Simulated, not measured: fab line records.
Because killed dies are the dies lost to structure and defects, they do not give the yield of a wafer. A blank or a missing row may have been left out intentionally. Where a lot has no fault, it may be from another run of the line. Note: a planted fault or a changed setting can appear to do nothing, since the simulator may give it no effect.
fab line records	flow nand_harc
record: lots: 24	wafers: 72	last_day: 24
route steps=1159 shown A_CHANNEL_HOLE_D1@488 A_CHANNEL_FILL_D1@499 A_STAIRCASE@519
lots that met no fault: from a run of the same line without faults
start_h: start of the lot's first displayed wafer, in hours after the record's first day	wait_h: how many hours have passed since the lot's step before this one	" repeats the value in the row above	L1.1+2: several wafers, shown together as one row	- no value present, or no start provided	* or withheld: withheld	< > ~ a bound
route shown NAME@n: names a module that has steps shown in the file, with the first one's number in the route	usual: the fault-free wafers' mean and standard deviation	same: alike in all rows	chamber/n: place in a boat	sites: readings site by site	_std_site: standard deviation of those values	_edge_site: inner sites' mean taken away from outer sites' mean	radius_mm: how far each site lies from the wafer's centre	mask NAME#n: copy n	behind: the most recent tool/chamber to have shaped the wafer	hold: why the lot went on hold/how many hours it stayed there/how the hold came to an end	device: the transistor (n, p or np) that didn't switch	end of line: tests of these same wafers at the route's end	for a step that has no rows: nothing shown but its recipe	killed: dies lost to structure and defects at the first sort, not the wafer's yield	map: a wafer's dies, marking killed ones x, the rest . and places with no die _
set.NAME: the setting as run; set.NAME@STEP: as run at that earlier step	model.NAME: the simulator's own value behind a step, which no gauge read
a sample of lots followed through the steps of the route, with each step as a table and each wafer as a row
services: from which hour (start_h, from the record's first day; less than 0 if before it) a tool's chamber was out of use, for how many hours, and why
== steps ==
step: NHARC_A_CHANNEL_HOLE_D1_XSEM_31
recipe: landing_energy_ev: 35000
usual: bot_cd_nm: 75.1/2	bow_nm: 8.55/0.21	tilt_deg: 0.08/0.046
lot.wafer	tool	chamber	start_h	wait_h	bot_cd_nm	bow_nm	tilt_deg
L075.1	xsem-02	0	177.82	0.1	73.2	8.55	0.13
L075.2	"	0	"	"	75.1	8.62	0.13
L075.4	"	0	"	"	74.7	8.58	0.13
L074.1	xsem-01	0	179.07	0.1	81.5	8.28	0.07
L074.2	"	0	"	"	76.2	8.22	0.06
L074.3	"	0	"	"	78.4	8.29	0.07
L076.1	xsem-02	0	192.77	0.1	75.3	8.43	0.06
L076.3	"	0	"	"	75.0	8.39	0.06
L076.6	"	0	"	"	75.3	8.31	0.07
L077.3	xsem-01	0	193.06	0.1	75.4	8.76	0.17
L077.4	"	0	"	"	74.6	8.73	0.17
L077.6	"	0	"	"	74.4	8.80	0.17
L079.2	xsem-02	0	206.02	0.1	73.1	8.35	0.03
L079.4	"	0	"	"	74.6	8.41	0.03
L079.6	"	0	"	"	72.0	8.41	0.03
L078.2	xsem-01	0	206.57	0.1	75.8	8.61	0.05
L078.3	"	0	"	"	73.1	8.61	0.05
L078.6	"	0	"	"	75.3	8.70	0.05
L080.1	xsem-02	0	223.29	0.1	76.9	8.63	0.04
L080.4	"	0	"	"	74.4	8.58	0.04
L080.6	"	0	"	"	75.2	8.55	0.04
L081.1	xsem-01	0	223.73	0.1	74.7	8.24	0.08
L081.4	"	0	"	"	73.1	8.27	0.08
L081.5	"	0	"	"	74.7	8.21	0.08
L084.1	xsem-02	0	230.86	0.1	73.1	8.76	0.16
L084.3	"	0	"	"	72.6	8.75	0.16
L084.6	"	0	"	"	74.5	8.81	0.16
L082.1	xsem-01	0	231.31	0.1	78.0	8.63	0.09
L082.4	"	0	"	"	76.9	8.55	0.09
L082.5	"	0	"	"	76.2	8.57	0.09
L083.1	xsem-02	0	235.01	0.1	74.1	8.21	0.06
L083.3	"	0	"	"	75.6	8.23	0.06
L083.6	"	0	"	"	75.1	8.23	0.06
L087.4	xsem-01	0	259.15	0.1	72.8	8.44	0.07
L087.5	"	0	"	"	73.2	8.43	0.07
L087.6	"	0	"	"	74.1	8.35	0.07
L086.1	xsem-02	0	263.84	0.1	76.4	8.26	0.00
L086.2	"	0	"	"	74.4	8.29	0.00
L086.3	"	0	"	"	74.0	8.31	0.00
L085.1	xsem-01	0	264.03	0.1	73.9	8.45	0.07
L085.3	"	0	"	"	75.1	8.50	0.07
L085.4	"	0	"	"	74.2	8.54	0.07
L088.1	xsem-02	0	268.01	0.1	72.2	8.65	0.05
L088.2	"	0	"	"	76.6	8.56	0.05
L088.5	"	0	"	"	70.4	8.61	0.05
L089.2	xsem-01	0	268.39	0.1	79.7	8.26	0.18
L089.3	"	0	"	"	79.4	8.23	0.18
L089.6	"	0	"	"	80.8	8.25	0.18
L092.1	xsem-02	0	277.08	0.1	75.2	8.57	0.10
L092.2	"	0	"	"	76.0	8.58	0.10
L092.3	"	0	"	"	76.7	8.71	0.10
L090.1	xsem-01	0	278.72	0.1	74.1	8.87	0.03
L090.2	"	0	"	"	75.9	8.89	0.03
L090.5	"	0	"	"	71.7	8.81	0.03
L091.2	xsem-02	0	281.86	0.1	76.1	8.85	0.02
L091.4	"	0	"	"	74.3	8.78	0.02
L091.6	"	0	"	"	72.2	8.75	0.02
L093.2	xsem-01	0	292.23	0.1	74.4	8.61	0.04
L093.5	"	0	"	"	75.0	8.60	0.04
L093.6	"	0	"	"	73.4	8.68	0.04
L094.4	xsem-02	0	292.39	0.1	78.4	8.84	0.08
L094.5	"	0	"	"	77.4	8.85	0.08
L094.6	"	0	"	"	77.7	8.84	0.08
L095.1	xsem-01	0	308.12	0.1	76.7	8.79	0.11
L095.2	"	0	"	"	76.3	8.84	0.11
L095.5	"	0	"	"	75.6	8.76	0.11
L096.4	xsem-01	0	309.54	0.1	75.0	8.79	0.11
L096.5	"	0	"	"	75.4	8.68	0.11
L096.6	"	0	"	"	76.4	8.77	0.11
L097.1	xsem-01	0	315.62	0.1	76.7	8.65	0.07
L097.4	"	0	"	"	75.8	8.64	0.07
L097.6	"	0	"	"	76.0	8.68	0.08
step: NHARC_A_CHANNEL_FILL_D1_ETCHBACK_19
recipe: target_depth_a: 50	time_s: 1.7	hbr_flow_sccm: 150	cl2_flow_sccm: 50	rf_w: 400	icp_w: 400	bias_w: 100	chemistry: HBr/Cl2
usual: drypump_motor_current_A: 5.6/0.41	oes_product_au: 1.002/0.011	throttle_valve_pct: 26.405/0.0085
lot.wafer	tool	chamber	start_h	wait_h	drypump_motor_current_A	oes_product_au	rf_hours_counter_h	throttle_valve_pct
L074.3	rie_si-01	3	201.93	0.4	6.4	1.007	0.6	26.397
L074.2	"	1	"	"	5.8	1.001	0.5	26.397
L074.1	"	2	"	"	5.1	1.003	0.7	26.399
L075.2	rie_si-04	1	201.94	0.4	5.8	1.003	0.9	26.396
L075.1	"	2	"	"	4.9	1.011	0.8	26.394
L075.4	"	3	"	"	5.5	1.011	0.9	26.393
L076.1	rie_si-02	1	222.15	0.4	6.3	0.983	0	26.402
L076.3	"	2	"	"	5.6	1.004	0	26.409
L076.6	"	0	"	"	5.6	1.003	-	26.407
L077.3	rie_si-01	3	222.16	0.4	6.4	1.003	0.8	26.390
L077.4	"	3	"	"	6.4	0.998	-	26.415
L077.6	"	0	"	"	5.7	1.005	-	26.389
L079.2	rie_si-02	3	234.23	0.4	5.4	1.023	0.0	26.409
L079.4	"	1	"	"	6.3	0.975	0.1	26.385
L079.6	"	0	"	"	5.6	0.997	-	26.401
L078.2	rie_si-01	1	234.24	0.4	5.8	0.995	0.7	26.395
L078.3	"	3	"	"	6.4	1.000	0.9	26.392
L078.6	"	1	"	"	5.8	0.999	-	26.411
L081.1	rie_si-01	2	249.75	0.4	5.1	0.978	0.9	26.393
L081.4	"	0	"	"	5.7	0.995	0.9	26.402
L081.5	"	2	"	"	5.1	0.988	-	26.415
L080.4	rie_si-04	2	249.75	0.4	4.9	1.011	1.3	26.398
L080.1	"	3	"	"	5.5	1.001	1.4	26.423
L080.6	"	1	"	"	5.7	0.994	-	26.406
L084.1	rie_si-04	0	255.70	0.4	5.6	0.983	1.3	26.408
L084.3	"	3	"	"	5.5	1.004	1.4	26.417
L084.6	"	0	"	"	5.6	1.005	-	26.402
L082.1	rie_si-01	1	255.71	0.4	5.8	1.007	0.8	26.414
L082.4	"	2	"	"	5.1	0.997	0.9	26.383
L082.5	"	3	"	"	6.4	0.988	-	26.402
L083.3	rie_si-04	2	261.58	0.4	4.9	1.002	1.5	26.406
L083.1	"	3	"	"	5.5	1.010	1.6	26.412
L083.6	"	1	"	"	5.7	1.008	-	26.406
L087.4	rie_si-01	3	284.57	0.4	6.4	1.003	1.3	26.415
L087.5	"	3	"	"	6.4	0.998	-	26.412
L087.6	"	0	"	"	5.7	0.999	-	26.415
L086.1	rie_si-01	2	288.15	0.4	5.1	0.998	1.3	26.405
L086.3	"	0	"	"	5.7	1.005	1.3	26.397
L086.2	"	1	"	"	5.8	1.008	1.2	26.408
L085.1	rie_si-04	1	288.17	0.4	5.8	1.017	0.0	26.391
L085.4	"	2	"	"	4.9	1.016	0.1	26.406
L085.3	"	3	"	"	5.5	1.007	0.1	26.411
L089.2	rie_si-01	1	292.22	0.4	5.8	1.000	1.3	26.413
L089.3	"	0	"	"	5.7	1.009	1.4	26.406
L089.6	"	2	"	"	5.1	1.003	-	26.397
L088.2	rie_si-04	1	292.23	0.4	5.8	1.006	0.1	26.386
L088.1	"	3	"	"	5.5	0.996	0.1	26.415
L088.5	"	0	"	"	5.5	0.988	-	26.398
L092.3	rie_si-02	1	302.85	0.4	6.3	0.985	0.9	26.412
L092.1	"	2	"	"	5.6	1.006	0.9	26.419
L092.2	"	0	"	"	5.6	0.987	0.7	26.407
L090.1	rie_si-04	1	302.85	0.4	5.7	1.026	0.2	26.403
L090.2	"	3	"	"	5.5	0.986	0.2	26.416
L090.5	"	2	"	"	4.9	1.015	-	26.409
L091.2	rie_si-04	1	309.21	0.4	5.8	1.012	0.3	26.399
L091.4	"	2	"	"	4.9	1.020	0.3	26.405
L091.6	"	2	"	"	4.9	1.023	-	26.394
L093.2	rie_si-02	0	316.42	0.4	5.6	0.982	0.8	26.423
L093.5	"	0	"	"	5.6	0.993	-	26.405
L093.6	"	1	"	"	6.3	0.981	-	26.407
L094.4	rie_si-04	0	316.43	0.4	5.5	0.997	0.3	26.414
L094.6	"	3	"	"	5.5	0.999	-	26.416
L094.5	"	0	"	"	5.5	1.002	-	26.412
L095.1	rie_si-04	2	332.73	0.4	4.9	1.012	0.5	26.413
L095.2	"	3	"	"	5.5	1.009	0.4	26.391
L095.5	"	2	"	"	4.9	1.016	-	26.395
L096.4	rie_si-01	2	332.75	0.4	5.1	0.999	0.2	26.394
L096.6	"	3	"	"	6.3	0.993	-	26.402
L096.5	"	0	"	"	5.7	0.996	-	26.391
L097.1	rie_si-01	1	339.96	0.4	5.8	0.989	0.3	26.401
L097.4	"	3	"	"	6.4	0.997	0.3	26.398
L097.6	"	2	"	"	5.1	1.005	-	26.410
step: NHARC_A_CHANNEL_FILL_D1_THK_MEAS_06
recipe: thk_meas_gauge: ellipsometry
usual: thk_nm: 5.0/0.97
lot.wafer	tool	chamber	start_h	wait_h	thk_nm
L074.1	film_metro-01	-	213.82	0.4	5.0
L074.2	"	-	"	"	4.7
L074.3	"	-	"	"	5.5
L075.1	film_metro-02	-	213.82	0.4	5.2
L075.2	"	-	"	"	5.0
L075.4	"	-	"	"	5.4
L076.1	film_metro-02	-	233.87	0.4	5.3
L076.3	"	-	"	"	4.7
L076.6	"	-	"	"	5.0
L077.3	film_metro-01	-	233.87	0.4	3.7
L077.4	"	-	"	"	3.9
L077.6	"	-	"	"	3.5
L079.2	film_metro-01	-	246.16	0.4	6.5
L079.4	"	-	"	"	5.0
L079.6	"	-	"	"	4.2
L078.2	film_metro-02	-	246.16	0.4	4.6
L078.3	"	-	"	"	5.0
L078.6	"	-	"	"	3.5
L081.1	film_metro-01	-	261.66	0.4	4.4
L081.4	"	-	"	"	6.4
L081.5	"	-	"	"	5.4
L080.1	film_metro-02	-	261.66	0.4	4.1
L080.4	"	-	"	"	3.9
L080.6	"	-	"	"	4.0
L084.1	film_metro-02	-	267.61	0.4	5.8
L084.3	"	-	"	"	5.3
L084.6	"	-	"	"	3.3
L082.1	film_metro-01	-	267.61	0.4	4.4
L082.4	"	-	"	"	5.5
L082.5	"	-	"	"	5.7
L083.1	film_metro-01	-	273.51	0.4	5.6
L083.3	"	-	"	"	5.5
L083.6	"	-	"	"	5.7
L087.4	film_metro-01	-	296.46	0.4	5.1
L087.5	"	-	"	"	4.9
L087.6	"	-	"	"	6.0
L086.1	film_metro-01	-	300.29	0.4	4.3
L086.2	"	-	"	"	4.8
L086.3	"	-	"	"	5.6
L085.1	film_metro-02	-	300.29	0.4	4.0
L085.3	"	-	"	"	5.0
L085.4	"	-	"	"	5.3
L088.1	film_metro-02	-	304.42	0.4	5.0
L088.2	"	-	"	"	4.7
L088.5	"	-	"	"	4.6
L089.2	film_metro-02	-	304.43	0.4	5.2
L089.3	"	-	"	"	5.9
L089.6	"	-	"	"	5.3
L092.1	film_metro-02	-	314.74	0.4	7.0
L092.2	"	-	"	"	7.2
L092.3	"	-	"	"	5.2
L090.1	film_metro-02	-	314.75	0.4	5.3
L090.2	"	-	"	"	4.4
L090.5	"	-	"	"	6.0
L091.2	film_metro-01	-	321.34	0.4	5.0
L091.4	"	-	"	"	3.7
L091.6	"	-	"	"	4.3
L093.2	film_metro-02	-	328.68	0.4	4.6
L093.5	"	-	"	"	3.4
L093.6	"	-	"	"	6.3
L094.4	film_metro-01	-	328.68	0.4	5.7
L094.5	"	-	"	"	4.9
L094.6	"	-	"	"	4.6
L095.1	film_metro-02	-	344.81	0.4	4.3
L095.2	"	-	"	"	6.7
L095.5	"	-	"	"	4.2
L096.4	film_metro-01	-	344.81	0.4	4.5
L096.5	"	-	"	"	5.8
L096.6	"	-	"	"	4.9
L097.1	film_metro-02	-	355.19	0.4	3.1
L097.4	"	-	"	"	5.3
L097.6	"	-	"	"	5.7
step: NHARC_A_STAIRCASE_DEP_156
recipe: target_thk_a: 500	temp_c: 400	target_thk_nm: 50	flow_sccm: 200	rf_w: 450	material: SiNx
usual: heater_power_w: 692/75
lot.wafer	tool	chamber	start_h	wait_h	heater_power_w
L074.2	pecvd-04	0	225.95	0.2	626
L074.1	"	1	"	"	690
L074.3	"	2	"	"	722
L075.1	pecvd-04	0	226.15	0.3	626
L075.2	"	1	"	"	670
L075.4	"	0	"	"	597
L077.3	pecvd-02	2	246.00	0.1	490
L077.6	"	2	"	"	495
L077.4	"	0	"	"	668
L076.3	pecvd-02	1	246.14	0.1	707
L076.1	"	0	"	"	704
L076.6	"	2	"	"	591
L078.3	pecvd-02	0	258.21	0.1	715
L078.2	"	2	"	"	504
L078.6	"	1	"	"	829
L079.2	pecvd-03	2	258.27	0.1	713
L079.4	"	1	"	"	764
L079.6	"	2	"	"	709
L080.1	pecvd-03	2	274.13	0.4	774
L080.6	"	1	"	"	771
L080.4	"	0	"	"	708
L081.1	pecvd-03	0	274.31	0.6	637
L081.4	"	2	"	"	770
L081.5	"	0	"	"	635
L082.1	pecvd-03	1	279.92	0.3	691
L082.5	"	0	"	"	690
L082.4	"	2	"	"	630
L084.1	pecvd-02	1	279.94	0.3	820
L084.3	"	0	"	"	795
L084.6	"	0	"	"	767
L083.1	pecvd-02	2	285.79	0.1	565
L083.3	"	0	"	"	697
L083.6	"	2	"	"	568
L087.5	pecvd-04	2	308.68	0.1	727
L087.6	"	0	"	"	613
L087.4	"	1	"	"	679
L085.1	pecvd-03	1	312.33	0.1	787
L085.3	"	2	"	"	730
L085.4	"	1	"	"	768
L086.2	pecvd-04	2	312.47	0.1	649
L086.1	"	0	"	"	644
L086.3	"	1	"	"	652
L088.1	pecvd-03	2	316.37	0.1	740
L088.2	"	1	"	"	714
L088.5	"	0	"	"	629
L089.3	pecvd-02	1	316.40	0.1	728
L089.2	"	2	"	"	610
L089.6	"	0	"	"	721
L092.2	pecvd-04	2	326.89	0.1	637
L092.3	"	0	"	"	671
L092.1	"	1	"	"	701
L090.1	pecvd-02	1	327.06	0.1	832
L090.2	"	2	"	"	524
L090.5	"	0	"	"	783
L091.2	pecvd-04	1	333.54	0.1	598
L091.4	"	1	"	"	620
L091.6	"	2	"	"	770
L093.2	pecvd-03	2	340.90	0.1	757
L093.6	"	0	"	"	647
L093.5	"	2	"	"	748
L094.4	pecvd-04	1	341.15	0.2	657
L094.6	"	2	"	"	763
L094.5	"	1	"	"	653
L095.2	pecvd-03	1	357.01	0.1	771
L095.1	"	0	"	"	618
L095.5	"	0	"	"	595
L096.4	pecvd-04	0	357.08	0.2	663
L096.5	"	1	"	"	595
L096.6	"	2	"	"	761
L097.1	pecvd-02	1	367.19	0.1	703
L097.4	"	0	"	"	771
L097.6	"	1	"	"	717
step: NHARC_A_STAIRCASE_ETCH_170
recipe: target_depth_a: 2000	time_s: 66.667	ion_energy_ev: 250	c4f6_flow_sccm: 25	o2_flow_sccm: 20	ar_flow_sccm: 500	rf_w: 600	bias_w: 500	chemistry: C4F6/O2
usual: drypump_motor_current_A: 5.8/0.61	oes_product_au: 0.966/0.02	rf_vpp_V: 547/4.2	showerhead_plenum_p_Torr: 3.94/0.21	throttle_valve_pct: 26.902/0.0099
lot.wafer	tool	chamber	start_h	wait_h	drypump_motor_current_A	oes_product_au	rf_hours_counter_h	rf_vpp_V	showerhead_plenum_p_Torr	throttle_valve_pct
L074.3	rie_diel-11	1	-	-	5.5	0.965	10	542	3.71	26.885
L074.1	"	2	"	"	6.1	1.007	10	543	3.70	26.886
L074.2	"	3	"	"	5.3	0.968	9	543	3.74	26.912
L075.4	rie_diel-02	2	-	-	6.8	0.971	27	548	4.00	26.916
L075.1	"	3	"	"	5.5	1.000	27	545	3.82	26.911
L075.2	"	0	"	"	4.9	0.955	26	553	4.21	26.923
L077.4	rie_diel-03	0	-	-	5.7	0.988	9	550	4.18	26.895
L077.3	"	3	"	"	5.6	0.978	10	542	3.70	26.890
L077.6	"	1	"	"	5.2	0.974	-	543	3.83	26.915
L076.1	rie_diel-03	2	-	-	5.5	0.991	10	551	4.18	26.895
L076.3	"	3	"	"	5.5	0.985	10	542	3.70	26.900
L076.6	"	2	"	"	5.5	0.988	-	552	4.18	26.904
L078.2	rie_diel-11	2	-	-	6.1	0.987	22	542	3.70	26.898
L078.3	"	3	"	"	5.3	0.946	22	543	3.73	26.899
L078.6	"	2	"	"	6.1	0.986	-	543	3.70	26.888
L079.2	rie_diel-02	2	-	-	6.8	0.952	41	549	4.00	26.902
L079.4	"	0	"	"	4.9	0.965	39	554	4.20	26.890
L079.6	"	1	"	"	6.6	0.972	-	551	4.08	26.897
L080.1	rie_diel-02	0	-	-	4.9	0.980	44	551	4.20	26.898
L080.4	"	3	"	"	5.5	1.012	45	546	3.80	26.910
L080.6	"	1	"	"	6.6	0.970	-	550	4.08	26.907
L081.4	rie_diel-02	1	-	-	6.6	0.945	43	550	4.08	26.906
L081.1	"	2	"	"	6.8	0.930	45	548	3.99	26.894
L081.5	"	2	"	"	6.8	0.933	-	550	3.99	26.894
L082.4	rie_diel-03	2	-	-	5.5	0.984	20	553	4.18	26.914
L082.1	"	0	"	"	5.7	0.982	18	550	4.18	26.907
L082.5	"	2	"	"	5.5	0.982	-	551	4.18	26.899
L084.3	rie_diel-03	2	-	-	5.5	0.971	21	551	4.18	26.903
L084.1	"	3	"	"	5.6	0.962	20	542	3.70	26.896
L084.6	"	1	"	"	5.2	0.956	-	545	3.83	26.902
L083.3	rie_diel-11	3	-	-	5.3	0.965	32	543	3.73	26.888
L083.1	"	0	"	"	6.8	0.978	33	553	4.21	26.914
L083.6	"	1	"	"	5.5	0.975	-	543	3.70	26.889
L087.4	rie_diel-03	0	-	-	5.7	0.996	31	552	4.17	26.925
L087.5	"	1	"	"	5.2	0.952	-	545	3.83	26.919
L087.6	"	2	"	"	5.5	0.965	-	551	4.17	26.903
L085.4	rie_diel-02	0	-	-	4.9	0.916	57	553	4.19	26.881
L085.1	"	2	"	"	6.8	0.941	59	548	3.98	26.910
L085.3	"	3	"	"	5.5	0.936	58	544	3.80	26.915
L086.1	rie_diel-02	2	-	-	6.8	0.934	59	547	3.98	26.903
L086.3	"	3	"	"	5.5	0.946	58	544	3.80	26.908
L086.2	"	0	"	"	4.9	0.935	57	552	4.19	26.901
L088.2	rie_diel-03	3	-	-	5.6	0.976	36	541	3.69	26.895
L088.1	"	0	"	"	5.7	0.993	34	551	4.17	26.912
L088.5	"	0	"	"	5.7	0.986	-	550	4.17	26.910
L089.3	rie_diel-03	0	-	-	5.7	0.988	34	553	4.17	26.889
L089.2	"	1	"	"	5.2	0.972	24	545	3.82	26.900
L089.6	"	0	"	"	5.7	0.973	-	552	4.17	26.899
L092.2	rie_diel-03	1	-	-	5.2	0.953	30	546	3.82	26.923
L092.1	"	3	"	"	5.6	0.950	41	542	3.68	26.886
L092.3	"	0	"	"	5.7	0.970	40	552	4.16	26.894
L090.2	rie_diel-11	3	-	-	5.4	0.953	44	542	3.72	26.897
L090.1	"	0	"	"	6.9	0.972	40	551	4.20	26.898
L090.5	"	1	"	"	5.4	0.956	-	541	3.69	26.910
L091.2	rie_diel-03	3	-	-	5.6	0.979	45	543	3.68	26.894
L091.4	"	1	"	"	5.2	0.978	34	545	3.82	26.881
L091.6	"	2	"	"	5.5	0.979	-	551	4.17	26.904
L093.2	rie_diel-02	0	-	-	4.9	0.987	2	552	4.19	26.910
L093.6	"	2	"	"	6.8	0.989	-	547	3.98	26.895
L093.5	"	3	"	"	5.5	0.979	-	544	3.79	26.889
L094.4	rie_diel-11	0	-	-	6.8	0.931	47	552	4.20	26.923
L094.6	"	0	"	"	6.9	0.939	-	554	4.20	26.901
L094.5	"	1	"	"	5.5	0.923	-	541	3.68	26.904
L096.4	rie_diel-11	0	-	-	6.9	0.938	51	553	4.19	26.904
L096.6	"	3	"	"	5.4	0.911	-	544	3.71	26.908
L096.5	"	0	"	"	6.8	0.929	-	552	4.19	26.917
L095.1	rie_diel-02	0	-	-	4.9	0.983	7	552	4.18	26.910
L095.2	"	1	"	"	6.6	1.004	7	550	4.06	26.893
L095.5	"	3	"	"	5.6	0.971	-	545	3.79	26.877
L097.1	rie_diel-03	3	-	-	5.5	0.964	59	540	3.67	26.909
L097.4	"	1	"	"	5.2	0.950	44	545	3.81	26.913
L097.6	"	0	"	"	5.7	0.968	-	552	4.15	26.901
step: NHARC_A_STAIRCASE_TRIM_20
recipe: time_s: 211.2	o2_flow_sccm: 500	ar_flow_sccm: 0	bias_w: 0	chemistry: O2
usual: drypump_motor_current_A: 5.8/0.6	oes_product_au: 0.998/0.014	rf_vpp_V: 57.8/1	showerhead_plenum_p_Torr: 3.53/0.19	throttle_valve_pct: 17.037/0.009
lot.wafer	tool	chamber	start_h	wait_h	drypump_motor_current_A	oes_product_au	rf_hours_counter_h	rf_vpp_V	showerhead_plenum_p_Torr	throttle_valve_pct
L075.2	rie_diel-03	3	230.39	0.1	5.6	0.990	3	57.0	3.33	17.022
L075.4	"	0	"	"	5.7	1.007	3	57.0	3.77	17.043
L075.1	"	1	"	"	5.2	1.006	2	57.2	3.45	17.036
L074.3	rie_diel-11	2	230.40	0.1	6.1	1.010	12	55.7	3.33	17.039
L074.2	"	3	"	"	5.3	0.964	11	58.2	3.36	17.045
L074.1	"	1	"	"	5.5	0.978	12	55.8	3.33	17.029
L077.4	rie_diel-02	1	250.88	0.1	6.6	1.010	37	58.2	3.68	17.033
L077.3	"	2	"	"	6.8	1.003	38	58.6	3.60	17.023
L077.6	"	0	"	"	4.9	0.991	-	59.9	3.79	17.031
L076.3	rie_diel-11	3	250.91	0.1	5.3	0.974	20	56.4	3.36	17.034
L076.1	"	0	"	"	6.8	0.998	19	59.3	3.80	17.024
L076.6	"	0	"	"	6.9	1.005	-	57.6	3.80	17.051
L078.3	rie_diel-11	0	262.06	0.1	6.8	0.994	21	59.0	3.80	17.032
L078.2	"	1	"	"	5.5	0.984	22	56.5	3.32	17.032
L078.6	"	3	"	"	5.4	0.972	-	58.2	3.35	17.036
L079.4	rie_diel-03	0	262.31	0.1	5.7	1.004	12	58.6	3.77	17.042
L079.2	"	2	"	"	5.5	1.006	14	58.3	3.77	17.048
L079.6	"	0	"	"	5.7	1.010	-	57.7	3.77	17.047
L080.1	rie_diel-03	1	278.54	0.1	5.2	0.984	17	58.6	3.44	17.043
L080.4	"	0	"	"	5.7	1.013	18	58.7	3.76	17.036
L080.6	"	2	"	"	5.5	1.000	-	57.2	3.76	17.042
L081.1	rie_diel-02	1	278.58	0.1	6.6	1.005	44	58.3	3.67	17.047
L081.4	"	2	"	"	6.8	0.986	46	58.0	3.59	17.020
L081.5	"	0	"	"	4.9	0.984	-	58.3	3.78	17.043
L082.1	rie_diel-02	3	285.72	0.1	5.5	1.012	48	57.8	3.42	17.026
L082.4	"	0	"	"	4.9	0.987	49	56.8	3.78	17.039
L082.5	"	3	"	"	5.5	1.009	-	57.0	3.42	17.029
L084.3	rie_diel-11	3	285.88	0.1	5.4	0.975	30	56.6	3.35	17.016
L084.1	"	2	"	"	6.1	0.994	31	58.0	3.31	17.037
L084.6	"	0	"	"	6.9	0.989	-	56.9	3.79	17.044
L083.3	rie_diel-11	2	291.86	0.1	6.1	1.004	35	57.4	3.31	17.031
L083.1	"	1	"	"	5.4	0.999	36	57.0	3.32	17.022
L083.6	"	2	"	"	6.1	1.010	-	56.5	3.31	17.050
L087.4	rie_diel-11	2	312.52	0.2	6.1	1.000	-	57.1	3.31	17.043
L087.5	"	3	"	"	5.4	0.979	-	57.8	3.35	17.041
L087.6	"	2	"	"	6.1	0.995	-	56.2	3.31	17.047
L085.4	rie_diel-02	0	316.29	0.1	4.9	0.998	57	59.4	3.77	17.026
L085.3	"	2	"	"	6.8	0.998	60	57.9	3.58	17.033
L085.1	"	3	"	"	5.5	0.994	59	58.2	3.41	17.038
L086.2	rie_diel-02	3	317.37	0.1	5.5	1.006	59	56.4	3.41	17.046
L086.3	"	0	"	"	4.9	0.981	58	58.9	3.77	17.016
L086.1	"	2	"	"	6.8	0.995	60	58.2	3.58	17.032
L088.2	rie_diel-02	1	320.52	0.1	6.7	1.005	58	57.9	3.66	17.046
L088.1	"	3	"	"	5.5	1.007	61	56.7	3.41	17.046
L088.5	"	0	"	"	4.9	0.991	-	59.3	3.77	17.019
L089.2	rie_diel-03	1	320.92	0.1	5.2	0.994	25	58.7	3.44	17.051
L089.3	"	3	"	"	5.6	0.997	37	57.0	3.31	17.029
L089.6	"	1	"	"	5.2	0.990	-	57.6	3.44	17.043
L092.2	rie_diel-03	3	331.30	0.1	5.6	0.982	43	58.3	3.31	17.023
L092.3	"	0	"	"	5.7	1.003	41	57.6	3.75	17.042
L092.1	"	1	"	"	5.2	0.996	31	57.4	3.43	17.049
L090.1	rie_diel-11	0	331.96	0.1	6.9	1.005	41	58.2	3.78	17.038
L090.2	"	3	"	"	5.3	0.977	46	56.9	3.34	17.030
L090.5	"	0	"	"	6.8	0.992	-	58.6	3.78	17.036
L091.2	rie_diel-03	0	337.68	0.1	5.7	1.008	44	59.1	3.75	17.033
L091.4	"	1	"	"	5.2	0.999	34	58.1	3.43	17.036
L091.6	"	0	"	"	5.7	1.005	-	58.3	3.75	17.041
L093.2	rie_diel-03	1	344.78	0.1	5.2	0.989	37	58.7	3.43	17.037
L093.6	"	1	"	"	5.2	1.008	-	57.7	3.43	17.025
L093.5	"	2	"	"	5.5	1.007	-	58.4	3.75	17.057
L094.4	rie_diel-11	1	344.93	0.1	5.5	0.987	55	57.4	3.31	17.035
L094.5	"	1	"	"	5.5	0.979	-	57.5	3.31	17.037
L094.6	"	2	"	"	6.1	1.008	-	57.6	3.30	17.051
L096.4	rie_diel-02	1	362.94	0.2	6.6	1.021	9	57.0	3.66	17.030
L096.6	"	2	"	"	6.8	1.025	-	57.3	3.58	17.038
L096.5	"	3	"	"	5.5	1.009	-	57.8	3.40	17.036
L095.1	rie_diel-03	1	363.20	0.1	5.2	1.014	42	55.5	3.43	17.045
L095.2	"	3	"	"	5.6	1.011	57	55.5	3.30	17.048
L095.5	"	1	"	"	5.2	1.007	-	58.0	3.43	17.027
L097.1	rie_diel-02	2	371.11	0.1	6.8	1.014	11	57.6	3.58	17.039
L097.4	"	0	"	"	4.9	0.993	13	58.5	3.76	17.032
L097.6	"	2	"	"	6.8	1.021	-	60.1	3.58	17.029
== services ==
tool	chamber	start_h	hours	kind
rie_si-04	2	171.38	7.7	repair
rie_diel-11	2	185.50	4.2	repair
rie_si-04	-	187.52	1.6	repair
rie_diel-11	-	191.18	9.0	pm
pecvd-04	-	195.19	13.0	pm
rie_si-01	-	198.36	0.3	repair
pecvd-02	-	208.42	3.6	repair
rie_diel-03	-	215.54	9.0	pm
rie_si-01	2	220.31	7.5	repair
rie_diel-02	3	238.15	6.9	repair
pecvd-04	-	239.60	1.4	repair
pecvd-02	1	264.00	11.9	repair
pecvd-02	2	266.49	17.9	repair
rie_si-04	-	276.00	9.0	pm
xsem-02	-	302.00	14.0	pm
rie_si-01	-	304.00	9.0	pm
rie_diel-11	0	306.26	16.5	repair
rie_diel-11	1	308.35	5.1	repair
rie_diel-03	2	312.97	20.5	repair
rie_diel-02	-	327.80	9.0	pm
rie_diel-11	2	329.28	7.2	repair
rie_si-04	-	349.47	0.8	repair
rie_diel-11	-	368.22	9.0	pm
xsem-02	-	369.26	0.7	repair
== key ==
fault none
